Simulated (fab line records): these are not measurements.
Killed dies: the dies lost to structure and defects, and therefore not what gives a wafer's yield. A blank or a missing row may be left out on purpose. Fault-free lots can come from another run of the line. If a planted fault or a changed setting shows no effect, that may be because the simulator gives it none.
fab line records    flow n5-finfet
record lots=7  wafers=21
route steps=1938 shown BEOL_M4@1070 BEOL_M5@1142 BEOL_M6@1198
start-h: hours from the record's opening day to when the first of the lot's shown wafers began    wait-h: how many hours have passed since the lot's step before this one    " repeats the value in the row above    L1.1+2: one row covering several wafers at once    - no value, or no start given    * or withheld: withheld    < > ~ a bound
route shown NAME@n: a module of which the file shows steps, and the number in the route of the first    usual: the fault-free wafers' mean and standard deviation    same: alike in all rows    chamber/n: place in a boat    sites: per-site readings    _std_site: standard deviation across them    _edge_site: inner sites' mean taken away from outer sites' mean    radius-mm: how far each site lies from the wafer's centre    mask NAME#n: copy n    behind: the most recent tool/chamber to have shaped the wafer    hold: cause of the lot's hold/its duration in hours/its outcome    device: transistor that didn't switch, given as n, p or np    end of line: tests of these same wafers at the route's end    for a step that has no rows: nothing shown but its recipe    killed: dies that structure and defects cost at the first sort, which is not the same as the wafer's yield    map: dies across one wafer; x = killed, . = not, _ = none there
set.NAME: the run value of the setting; set.NAME@STEP: its run value at that earlier step    model.NAME: the simulator's own value behind a step, which no gauge read
one table per step and one row per wafer, for lots whose settings were changed on purpose
## steps
# step N5_BEOL_M4_TRENCH_ETCH_37
# recipe chemistry=C4F6/O2  target-depth-a=555.55  target=SiOC  time-s=29.2  ion-energy-ev=250  pressure-mtorr=30  source-w=355  bias-w=185  Ar_flow_sccm=300  C4F6_flow_sccm=10  O2_flow_sccm=10
# usual rf-vpp-V=668/5.6
lot.wafer  tool         chamber  start-h  wait-h  set.source-w  rf-vpp-V  model.BEOL_M4.feature-depth-nm  model.etch.depth-nm
L074.1     rie-diel-04  3        -        -       292.4         724       50                              50.08
L074.3     "            2        "        "       355           668       55                              54.93
L074.4     "            1        "        "       292.4         742       50.4                            50.44
L077.2     rie-diel-04  3        -        -       312.7         699       51.8                            51.73
L077.3     "            1        "        "       355           673       55.2                            55.23
L077.6     "            1        "        "       355           674       55.4                            55.43
L078.1     rie-diel-05  3        -        -       355           667       55.4                            55.34
L078.2     "            2        "        "       404.8         623       58.6                            58.58
L078.6     "            2        "        "       404.8         622       58.4                            58.34
L080.2     rie-diel-04  2        -        -       355           666       55.4                            55.34
L080.3     "            3        "        "       355           654       54.4                            54.35
L080.5     "            3        "        "       378.3         635       55.6                            55.58
L082.2     rie-diel-02  3        -        -       355           668       56.4                            56.41
L082.3     "            1        "        "       355           673       55.2                            55.22
L082.5     "            0        "        "       355           671       55.6                            55.68
L086.1     rie-diel-04  3        -        -       355           656       56.4                            56.32
L086.5     "            2        "        "       297.9         728       51.4                            51.32
L086.6     "            3        "        "       355           654       56.6                            56.56
L095.1     rie-diel-02  1        -        -       328.8         700       53.8                            53.88
L095.3     "            3        "        "       355           666       56.2                            56.22
L095.4     "            0        "        "       328.8         698       53.2                            53.28
# step N5_BEOL_M4_ETCH_41
# recipe chemistry=CH3F/O2  target=SiCN  target-depth-a=299  taper-deg=2  time-s=52.5  ion-energy-ev=120  mask-material=TiN  pressure-mtorr=30  source-w=395  bias-w=75  Ar_flow_sccm=150  CH3F_flow_sccm=30  O2_flow_sccm=20
# step N5_BEOL_M4_STRIP_97
# recipe chemistry=N2/H2  time-s=10  power-w=450  temp-c=40  pressure-mtorr=20  rf-frequency-hz=6e+07  bias-power-w=7  n2-flow-sccm=200  h2-flow-sccm=200
# step N5_BEOL_M4_OCD_MEAS_38
# usual trench-depth-nm=55.5/0.77
lot.wafer  tool    chamber  start-h  wait-h  set.source-w@BEOL_M4_TRENCH_ETCH_37  trench-depth-nm
L074.1     ocd-01  -        206.80   -       292.4                                50.3
L074.3     "       -        "        "       355                                  54.5
L074.4     "       -        "        "       292.4                                50.3
L077.2     ocd-02  -        248.72   -       312.7                                51.3
L077.3     "       -        "        "       355                                  54.9
L077.6     "       -        "        "       355                                  56.0
L078.1     ocd-01  -        254.74   -       355                                  55.5
L078.2     "       -        "        "       404.8                                58.8
L078.6     "       -        "        "       404.8                                58.5
L080.2     ocd-02  -        261.39   -       355                                  55.6
L080.3     "       -        "        "       355                                  54.4
L080.5     "       -        "        "       378.3                                55.2
L082.2     ocd-02  -        270.77   -       355                                  56.5
L082.3     "       -        "        "       355                                  54.9
L082.5     "       -        "        "       355                                  55.2
L086.1     ocd-02  -        292.03   -       355                                  56.1
L086.5     "       -        "        "       297.9                                51.7
L086.6     "       -        "        "       355                                  56.5
L095.1     ocd-01  -        359.96   -       328.8                                53.8
L095.3     "       -        "        "       355                                  56.0
L095.4     "       -        "        "       328.8                                53.5
# step N5_BEOL_M4_HM_STRIP_39
# recipe chemistry=peroxide-tin-strip  material=TiN  target-depth-a=250  temp-c=50  time-s=158
# step N5_BEOL_M4_SRD_40
# recipe time-s=30  temp-c=23  rinse-liquid=diw  dry=ipa-marangoni
# step N5_BEOL_M4_ECD_50
# recipe material=Cu  target-thk-a=3000
# step N5_BEOL_M4_ANNEAL_51
# recipe temp-c=225  time-s=90  ambient=N2
# step N5_BEOL_M4_CMP_52
# recipe stop-on=SiOC  t-overpolish-s=6.8  down-force-psi=1  platen-rpm=50  clearing-platen-down-force-psi=1.5  clearing-platen-rpm=50  post-cmp-clean=cu-alkaline  target-thk-nm=40  clearing-platen-pad-velocity-m-s=0.99484  pad-velocity-m-s=0.99484
lot.wafer  tool    chamber  start-h  wait-h  set.source-w@BEOL_M4_TRENCH_ETCH_37  model.Cu_of_BEOL_M4_ECD_50.thk-nm
L074.4     cmp-03  3        210.18   0.2     292.4                                35.2
L074.3     "       0        "        "       355                                  40.4
L074.1     "       2        "        "       292.4                                34.2
L077.2     cmp-03  1        251.93   0.2     312.7                                37
L077.3     "       3        "        "       355                                  38.8
L077.6     "       1        "        "       355                                  40.2
L078.2     cmp-02  0        257.90   0.2     404.8                                44.6
L078.1     "       2        "        "       355                                  40.8
L078.6     "       1        "        "       404.8                                44.2
L080.2     cmp-03  0        265.24   0.2     355                                  37.6
L080.3     "       1        "        "       355                                  35.8
L080.5     "       3        "        "       378.3                                38.6
L082.3     cmp-03  3        274.89   0.2     355                                  38.4
L082.2     "       1        "        "       355                                  40
L082.5     "       0        "        "       355                                  39.2
L086.1     cmp-02  0        295.13   0.3     355                                  41.4
L086.6     "       0        "        "       355                                  43
L086.5     "       1        "        "       297.9                                37.2
L095.4     cmp-02  3        373.02   0.2     328.8                                38
L095.1     "       0        "        "       328.8                                39.8
L095.3     "       1        "        "       355                                  42.2
# step N5_BEOL_M4_THK_MEAS_53
# recipe thk-meas-gauge=xrf  reads=Cu_of_BEOL_M4_ECD_50
# usual M4_THK=40.4/1.3
lot.wafer  tool           chamber  start-h  wait-h  set.source-w@BEOL_M4_TRENCH_ETCH_37  M4_THK[nm]
L074.1     film-metro-01  -        210.47   -       292.4                                35.1
L074.3     "              -        "        "       355                                  41.6
L074.4     "              -        "        "       292.4                                36.0
L077.2     film-metro-01  -        252.19   -       312.7                                37.4
L077.3     "              -        "        "       355                                  39.3
L077.6     "              -        "        "       355                                  40.8
L078.1     film-metro-02  -        258.19   -       355                                  40.6
L078.2     "              -        "        "       404.8                                44.4
L078.6     "              -        "        "       404.8                                44.1
L080.2     film-metro-01  -        265.50   -       355                                  38.5
L080.3     "              -        "        "       355                                  36.6
L080.5     "              -        "        "       378.3                                39.4
L082.2     film-metro-01  -        275.18   -       355                                  40.9
L082.3     "              -        "        "       355                                  39.3
L082.5     "              -        "        "       355                                  40.3
L086.1     film-metro-02  -        295.42   -       355                                  41.2
L086.5     "              -        "        "       297.9                                37.3
L086.6     "              -        "        "       355                                  42.8
L095.1     film-metro-01  -        373.28   -       328.8                                40.2
L095.3     "              -        "        "       355                                  42.5
L095.4     "              -        "        "       328.8                                38.3
# step N5_BEOL_M4_PRE_CLEAN_60
# recipe gas=NH3/H2  time-s=15  temp-c=*  rf-power-w=300
# step N5_BEOL_M4_CO_CAP_55
# recipe material=Co  target-thk-a=20  temp-c=200  precursor=CCTBA/H2  pressure-torr=30  time-s=102.1
# step N5_BEOL_M4_PRE_CLEAN_56
# recipe gas=NH3  time-s=15  temp-c=withheld  rf-power-w=300
# step N5_BEOL_M4_DEP_57
# recipe material=SiCN  target-thk-a=80  temp-c=withheld  precursor=3MS/NH3  pressure-torr=3  rf-w=202  time-s=14
# step N5_BEOL_M4_RS_MEAS_58
# recipe thk-meas-gauge=four-point-probe  reads=Co_of_BEOL_M4_CO_CAP_55+Cu_of_BEOL_M4_ECD_50+Co_of_BEOL_M4_CVD_47+TaN_of_BEOL_M4_ALD_84
# usual M4_RS=0.671/0.029
lot.wafer  tool           chamber  start-h  wait-h  set.source-w@BEOL_M4_TRENCH_ETCH_37  M4_RS[ohm/sq]
L074.1     film-metro-02  -        210.73   0.0     292.4                                0.821
L074.3     "              -        "        "       355                                  0.661
L074.4     "              -        "        "       292.4                                0.791
L077.2     film-metro-01  -        252.45   0.1     312.7                                0.740
L077.3     "              -        "        "       355                                  0.699
L077.6     "              -        "        "       355                                  0.665
L078.1     film-metro-02  -        258.48   0.1     355                                  0.650
L078.2     "              -        "        "       404.8                                0.584
L078.6     "              -        "        "       404.8                                0.587
L080.2     film-metro-02  -        265.76   0.1     355                                  0.724
L080.3     "              -        "        "       355                                  0.774
L080.5     "              -        "        "       378.3                                0.700
L082.2     film-metro-01  -        275.44   0.1     355                                  0.670
L082.3     "              -        "        "       355                                  0.708
L082.5     "              -        "        "       355                                  0.687
L086.1     film-metro-02  -        295.68   0.0     355                                  0.639
L086.5     "              -        "        "       297.9                                0.737
L086.6     "              -        "        "       355                                  0.612
L095.1     film-metro-01  -        373.54   0.0     328.8                                0.677
L095.3     "              -        "        "       355                                  0.625
L095.4     "              -        "        "       328.8                                0.715
# step N5_BEOL_M5_COAT_22
# recipe resist=CAR-EUV  spin-rpm=1500  resist-thk-nm=30
lot.wafer   tool            chamber  start-h  wait-h  set.spin-rpm  model.CAR-EUV_of_BEOL_M5_COAT_22.thk-nm
L074.1      litho-track-01  0        -        -       1500          30
L074.3+4    "               0        "        "       1656          28.6
L077.2+6    litho-track-05  0        -        -       1500          30
L077.3      "               0        "        "       1616          29
L078.1+2+6  litho-track-05  0        -        -       1500          30
L080.2+3+5  litho-track-04  0        -        -       1500          30
L082.2      litho-track-01  0        -        -       1500          30
L082.3+5    "               0        "        "       1500          29.8
L086.1      litho-track-05  0        -        -       1500          30
L086.5+6    "               0        "        "       1412          31
L095.1+3    litho-track-01  0        -        -       1421          31
L095.4      "               0        "        "       1500          30
# step N5_BEOL_M5_EBR_24
# recipe solvent=PGMEA  ebr-width-mm=1.5
# step N5_BEOL_M5_SOFTBAKE_23
# recipe temp-c=110  time-s=60  resist=CAR-EUV
# step N5_BEOL_M5_DESCUM_33
# recipe chemistry=O2  time-s=7  source-power-w=50  bias-power-w=20  pressure-mtorr=20  rf-frequency-hz=2.712e+07  temp-c=40  resist=CAR-EUV  o2-flow-sccm=225
lot.wafer   tool         chamber  start-h  wait-h  set.spin-rpm@BEOL_M5_COAT_22  model.CAR-EUV_of_BEOL_M5_COAT_22.thk-nm
L074.1      rie-diel-01  0        216.27   0.0     1500                          26.2
L074.3+4    "            1,2      "        "       1656                          24.6
L077.2+6    rie-diel-03  3,2      258.63   0.3     1500                          26.2
L077.3      "            1        "        "       1616                          25
L078.1+2+6  rie-diel-06  3,2,3    264.54   0.0     1500                          26
L080.2+3+5  rie-diel-06  0,2,0    270.82   0.0     1500                          26
L082.2      rie-diel-01  0        279.94   0.0     1500                          26
L082.3+5    "            3,2      "        "       1500                          25.8
L086.1      rie-diel-01  1        300.61   0.7     1500                          26
L086.5+6    "            0,3      "        "       1412                          27
L095.1      rie-diel-01  1        379.55   0.0     1421                          27
L095.3      "            0        "        "       1421                          27.2
L095.4      "            3        "        "       1500                          26
# step N5_BEOL_M5_ETCH_68
# recipe chemistry=N2/H2  target=SOC  target-depth-a=800  overetch-a=160  mask-material=SiARC  temp-c=40  time-s=120  ion-energy-ev=200  pressure-mtorr=30  source-w=840  bias-w=150  n2-flow-sccm=200  h2-flow-sccm=200
# usual rf-vpp-V=523.8/2.4
lot.wafer  tool         chamber  start-h  wait-h  set.bias-w  rf-vpp-V  model.SiARC_of_BEOL_M5_COAT_66.thk-nm
L074.1     rie-diel-01  0        216.35   0.0     167.2       558.8     5.6
L074.3     "            1        "        "       150         523.5     6.4
L074.4     "            2        "        "       150         526.8     6
L077.2     rie-diel-03  3        258.71   0.0     150         523.8     6.4
L077.3     "            1        "        "       171.8       567.0     5.2
L077.6     "            2        "        "       171.8       574.4     5.4
L078.1     rie-diel-06  3        264.62   0.0     150         525.2     6.6
L078.2     "            2        "        "       150         521.2     6.4
L078.6     "            3        "        "       150         524.3     6.4
L080.2     rie-diel-06  0        270.90   0.0     123.8       465.2     7.8
L080.3     "            2        "        "       150         520.6     6.6
L080.5     "            0        "        "       150         526.5     6.4
L082.2     rie-diel-01  0        280.02   0.0     150         520.3     6.4
L082.3     "            3        "        "       150         521.0     6.2
L082.5     "            2        "        "       150         527.8     6.2
L086.1     rie-diel-01  1        300.69   0.0     150         523.5     6.6
L086.5     "            0        "        "       136         491.0     7.2
L086.6     "            3        "        "       136         489.1     7
L095.1     rie-diel-01  1        379.63   0.0     150         524.0     6.4
L095.3     "            0        "        "       150         520.5     6.4
L095.4     "            3        "        "       150         522.3     6.4
# step N5_BEOL_M6_HM_DEP_02
# recipe material=TiN  target-thk-a=200  temp-c=25  chamber-pressure-pa=0.49996
lot.wafer  tool            chamber  start-h  wait-h  set.target-thk-a  model.TiN_of_BEOL_M6_HM_DEP_02.thk-nm
L074.1     pvd-sputter-03  -        224.92   0.6     176.4             17.6
L074.3     "               -        "        "       176.4             17.4
L074.4     "               -        "        "       200               19.8
L077.2     pvd-sputter-03  -        268.20   1.4     200               19.6
L077.3+6   "               -        "        "       200               19.8
L078.1     pvd-sputter-03  -        274.56   2.0     216.3             21.4
L078.2     "               -        "        "       200               19.8
L078.6     "               -        "        "       200               20
L080.2     pvd-sputter-01  -        280.89   1.2     210.7             21
L080.3+5   "               -        "        "       210.7             21.2
L082.2+3   pvd-sputter-03  -        291.23   2.5     200               19.8
L082.5     "               -        "        "       200               19.6
L086.1+5   pvd-sputter-01  -        309.26   0.6     200               20.2
L086.6     "               -        "        "       200               20
L095.1+4   pvd-sputter-02  -        388.63   0.7     200               20.2
L095.3     "               -        "        "       200               20.4
# step N5_BEOL_M6_EXPOSE_08
# recipe mask-id=M6  na=1.35  source-shape=dipole  sigma-inner=0.817  sigma-outer=0.97  polarization=te  dose-mj=68.25
lot.wafer   tool             chamber  start-h  wait-h  mask  set.dose-mj
L074.1      arfi-scanner-01  0        225.29   -       M6#0  69.72
L074.3+4    "                0        "        "       M6#0  68.25
L077.2+6    arfi-scanner-02  0        268.59   -       M6#0  73.31
L077.3      "                0        "        "       M6#0  68.25
L078.1+2+6  arfi-scanner-01  0        274.93   -       M6#0  65.64
L080.2+5    arfi-scanner-03  0        281.27   -       M6#0  71.87
L080.3      "                0        "        "       M6#0  68.25
L082.2+3+5  arfi-scanner-03  0        291.60   -       M6#0  68.25
L086.1+5    arfi-scanner-03  0        309.52   -       M6#0  68.25
L086.6      "                0        "        "       M6#0  64.4
L095.1+3+4  arfi-scanner-03  0        389.00   -       M6#0  68.25
# step N5_BEOL_M6_PEB_09
# recipe peb-temp-c=withheld  peb-time-s=60  resist=CAR-ArF
# step N5_BEOL_M6_DEVELOP_10
# recipe develop-time-s=30  developer=TMAH  resist=CAR-ArF  rinse-liquid=diw  dry=air-spin  dev-temp-c=23
# step N5_BEOL_M6_CD_MEAS_11
# recipe target-cd-nm=38.5  landing-energy-ev=500  detector=se-inlens  polarity=opening
# usual cd-nm=38.6/0.42
lot.wafer  tool       chamber  start-h  wait-h  set.dose-mj@BEOL_M6_EXPOSE_08  cd-nm
L074.1     cd-sem-03  0        225.42   -       69.72                          39.9
L074.3     "          0        "        "       68.25                          38.4
L074.4     "          0        "        "       68.25                          38.9
L077.2     cd-sem-01  0        268.71   -       73.31                          42.3
L077.3     "          0        "        "       68.25                          38.0
L077.6     "          0        "        "       73.31                          42.2
L078.1     cd-sem-03  0        275.06   -       65.64                          36.0
L078.2     "          0        "        "       65.64                          37.1
L078.6     "          0        "        "       65.64                          36.9
L080.2     cd-sem-01  0        281.39   -       71.87                          41.5
L080.3     "          0        "        "       68.25                          38.8
L080.5     "          0        "        "       71.87                          41.1
L082.2     cd-sem-02  0        291.73   -       68.25                          39.1
L082.3     "          0        "        "       68.25                          39.8
L082.5     "          0        "        "       68.25                          39.2
L086.1     cd-sem-02  0        309.65   -       68.25                          38.6
L086.5     "          0        "        "       68.25                          38.4
L086.6     "          0        "        "       64.4                           36.2
L095.1     cd-sem-01  0        389.13   -       68.25                          38.6
L095.3     "          0        "        "       68.25                          38.3
L095.4     "          0        "        "       68.25                          38.5
# step N5_BEOL_M6_DESCUM_16
# recipe chemistry=O2  time-s=7.9  source-power-w=50  bias-power-w=20  pressure-mtorr=20  rf-frequency-hz=2.712e+07  temp-c=40  resist=CAR-ArF  o2-flow-sccm=225
# step N5_BEOL_M6_ETCH_61
# recipe chemistry=CF4  target=SiARC  target-depth-a=455  mask-material=CAR-ArF  time-s=75.8  ion-energy-ev=80  pressure-mtorr=40  source-w=545  bias-w=36  Ar_flow_sccm=100  cf4-flow-sccm=100  ends=cleared
lot.wafer   tool         chamber  start-h  wait-h  set.dose-mj@BEOL_M6_EXPOSE_08  model.BEOL_M6.cd-offset-nm
L074.1      rie-diel-04  3        225.74   0.0     69.72                          1.8
L074.3+4    "            0,1      "        "       68.25                          0
L077.2+6    rie-diel-05  2,0      269.10   0.0     73.31                          3.6
L077.3      "            3        "        "       68.25                          -0.4
L078.1      rie-diel-04  0        275.18   0.0     65.64                          -2.4
L078.2      "            1        "        "       65.64                          -1.8
L078.6      "            2        "        "       65.64                          -2
L080.2      rie-diel-05  0        281.66   0.0     71.87                          2.8
L080.3      "            3        "        "       68.25                          0
L080.5      "            1        "        "       71.87                          2.4
L082.2      rie-diel-02  2        292.22   0.0     68.25                          0.8
L082.3      "            1        "        "       68.25                          1.2
L082.5      "            2        "        "       68.25                          0.6
L086.1+5    rie-diel-05  1        309.77   0.0     68.25                          0.4
L086.6      "            2        "        "       64.4                           -2.6
L095.1+3+4  rie-diel-04  2,1,0    389.26   0.0     68.25                          0
# step N5_BEOL_M6_ETCH_62
# recipe chemistry=N2/H2  target=SOC  target-depth-a=1100  overetch-a=220  mask-material=SiARC  temp-c=40  time-s=165  ion-energy-ev=200  pressure-mtorr=30  source-w=840  bias-w=150  n2-flow-sccm=200  h2-flow-sccm=200
lot.wafer  tool         chamber  start-h  wait-h  set.dose-mj@BEOL_M6_EXPOSE_08  model.BEOL_M6.cd-offset-nm
L074.1     rie-diel-04  3        225.79   0.0     69.72                          1.6
L074.3+4   "            0,1      "        "       68.25                          0
L077.2+6   rie-diel-05  2,0      269.16   0.0     73.31                          3.6
L077.3     "            3        "        "       68.25                          -0.6
L078.1     rie-diel-04  0        275.24   0.0     65.64                          -2.2
L078.2+6   "            1,2      "        "       65.64                          -2
L080.2     rie-diel-05  0        281.72   0.0     71.87                          2.8
L080.3     "            3        "        "       68.25                          -0.2
L080.5     "            1        "        "       71.87                          2.4
L082.2     rie-diel-02  2        292.27   0.0     68.25                          1
L082.3     "            1        "        "       68.25                          1.4
L082.5     "            2        "        "       68.25                          0.4
L086.1+5   rie-diel-05  1        309.83   0.0     68.25                          0.6
L086.6     "            2        "        "       64.4                           -2.4
L095.1     rie-diel-04  2        389.31   0.0     68.25                          0
L095.3+4   "            1,0      "        "       68.25                          -0.2
# step N5_BEOL_M6_STRIP_68
# recipe chemistry=N2/H2  temp-c=40  n2-flow-sccm=200  h2-flow-sccm=200  rf-frequency-hz=6e+07
# step N5_BEOL_M6_STRIP_67
# recipe chemistry=CF4  resist=SiARC  power-w=300  bias-power-w=75  pressure-mtorr=50  cf4-flow-sccm=150  rf-frequency-hz=6e+07
# step N5_BEOL_M6_HM_OPEN_17
# recipe chemistry=Cl2/BCl3  target-depth-a=200  overetch-a=60  target=TiN  mask-material=SOC  ion-energy-ev=150  pressure-mtorr=10  icp-w=1000  bias-w=126  Cl2_flow_sccm=53.25  bcl3-flow-sccm=21.75  Ar_flow_sccm=25
lot.wafer  tool          chamber  start-h  wait-h  set.target-thk-a@BEOL_M6_HM_DEP_02  model.etch.depth-nm
L074.1     rie-metal-01  1        225.99   0.0     176.4                               17.57
L074.3     "             0        "        "       176.4                               17.41
L074.4     "             1        "        "       200                                 19.84
L077.2     rie-metal-01  1        269.34   0.0     200                                 19.7
L077.3     "             1        "        "       200                                 19.85
L077.6     "             1        "        "       200                                 19.72
L078.1     rie-metal-03  1        275.43   0.0     216.3                               21.48
L078.2     "             0        "        "       200                                 19.88
L078.6     "             0        "        "       200                                 19.91
L080.2     rie-metal-03  0        281.90   0.0     210.7                               21.03
L080.3     "             1        "        "       210.7                               21.2
L080.5     "             0        "        "       210.7                               21.26
L082.2     rie-metal-03  0        292.46   0.0     200                                 19.77
L082.3     "             0        "        "       200                                 19.82
L082.5     "             1        "        "       200                                 19.66
L086.1     rie-metal-01  1        310.01   0.0     200                                 20.19
L086.5     "             0        "        "       200                                 20.17
L086.6     "             1        "        "       200                                 19.96
L095.1     rie-metal-01  0        389.50   0.0     200                                 20.16
L095.3     "             0        "        "       200                                 20.32
L095.4     "             1        "        "       200                                 20.19
# step N5_BEOL_M6_STRIP_19
# recipe chemistry=O2  power-w=400  temp-c=40  pressure-mtorr=30  rf-frequency-hz=6e+07  bias-power-w=0  overash-fraction=0.2  o2-flow-sccm=225
# step N5_BEOL_M6_CD_MEAS_18
# recipe pitch-nm=80  target-cd-nm=40
# usual cd-nm=40.0/0.45
lot.wafer  tool       chamber  start-h  wait-h  set.dose-mj@BEOL_M6_EXPOSE_08  cd-nm
L074.1     cd-sem-03  -        226.17   0.0     69.72                          41.7
L074.3     "          -        "        "       68.25                          40.2
L074.4     "          -        "        "       68.25                          39.7
L077.2     cd-sem-02  -        269.53   0.1     73.31                          43.8
L077.3     "          -        "        "       68.25                          39.4
L077.6     "          -        "        "       73.31                          43.7
L078.1     cd-sem-02  -        275.71   0.0     65.64                          37.6
L078.2     "          -        "        "       65.64                          38.0
L078.6     "          -        "        "       65.64                          38.0
L080.2     cd-sem-03  -        282.45   0.1     71.87                          42.7
L080.3     "          -        "        "       68.25                          39.8
L080.5     "          -        "        "       71.87                          42.1
L082.2     cd-sem-03  -        292.75   0.1     68.25                          41.3
L082.3     "          -        "        "       68.25                          41.1
L082.5     "          -        "        "       68.25                          40.2
L086.1     cd-sem-02  -        310.39   0.0     68.25                          40.5
L086.5     "          -        "        "       68.25                          40.7
L086.6     "          -        "        "       64.4                           37.2
L095.1     cd-sem-02  -        389.68   0.0     68.25                          40.3
L095.3     "          -        "        "       68.25                          40.0
L095.4     "          -        "        "       68.25                          39.9
## key
split step=N5_BEOL_M4_TRENCH_ETCH_37  setting=source-w  stated=355  by=wafer
response step=N5_BEOL_M4_TRENCH_ETCH_37  reading=rf-vpp-V  change=-3.64  per=1%  r=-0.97
response step=N5_BEOL_M4_TRENCH_ETCH_37  reading=model.BEOL_M4.feature-depth-nm  change=+0.275  per=1%  r=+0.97
response step=N5_BEOL_M4_TRENCH_ETCH_37  reading=model.etch.depth-nm  change=+0.274  per=1%  r=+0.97
response step=N5_BEOL_M4_OCD_MEAS_38  reading=trench-depth-nm  change=+0.258  per=1%  r=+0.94
response step=N5_BEOL_M4_CMP_52  reading=model.Cu_of_BEOL_M4_ECD_50.thk-nm  change=+0.296  per=1%  r=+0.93
response step=N5_BEOL_M4_THK_MEAS_53  reading=M4_THK  change=+0.299  per=1%  r=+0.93
response step=N5_BEOL_M4_RS_MEAS_58  reading=M4_RS  change=-0.00676  per=1%  r=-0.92
split step=N5_BEOL_M5_COAT_22  setting=spin-rpm  stated=1500  by=wafer
response step=N5_BEOL_M5_COAT_22  reading=model.CAR-EUV_of_BEOL_M5_COAT_22.thk-nm  change=-0.145  per=1%  r=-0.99
response step=N5_BEOL_M5_DESCUM_33  reading=model.CAR-EUV_of_BEOL_M5_COAT_22.thk-nm  change=-0.163  per=1%  r=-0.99
split step=N5_BEOL_M5_ETCH_68  setting=bias-w  stated=150  by=wafer
response step=N5_BEOL_M5_ETCH_68  reading=rf-vpp-V  change=+3.26  per=1%  r=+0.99
response step=N5_BEOL_M5_ETCH_68  reading=model.SiARC_of_BEOL_M5_COAT_66.thk-nm  change=-0.0684  per=1%  r=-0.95
split step=N5_BEOL_M6_HM_DEP_02  setting=target-thk-a  stated=200  by=wafer
response step=N5_BEOL_M6_HM_DEP_02  reading=model.TiN_of_BEOL_M6_HM_DEP_02.thk-nm  change=+0.191  per=1%  r=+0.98
response step=N5_BEOL_M6_HM_OPEN_17  reading=model.etch.depth-nm  change=+0.198  per=1%  r=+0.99
split step=N5_BEOL_M6_EXPOSE_08  setting=dose-mj  stated=68.25  by=wafer
response step=N5_BEOL_M6_CD_MEAS_11  reading=cd-nm  change=+0.506  per=1%  r=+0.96
response step=N5_BEOL_M6_ETCH_61  reading=model.BEOL_M6.cd-offset-nm  change=+0.537  per=1%  r=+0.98
response step=N5_BEOL_M6_ETCH_62  reading=model.BEOL_M6.cd-offset-nm  change=+0.555  per=1%  r=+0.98
response step=N5_BEOL_M6_CD_MEAS_18  reading=cd-nm  change=+0.581  per=1%  r=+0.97
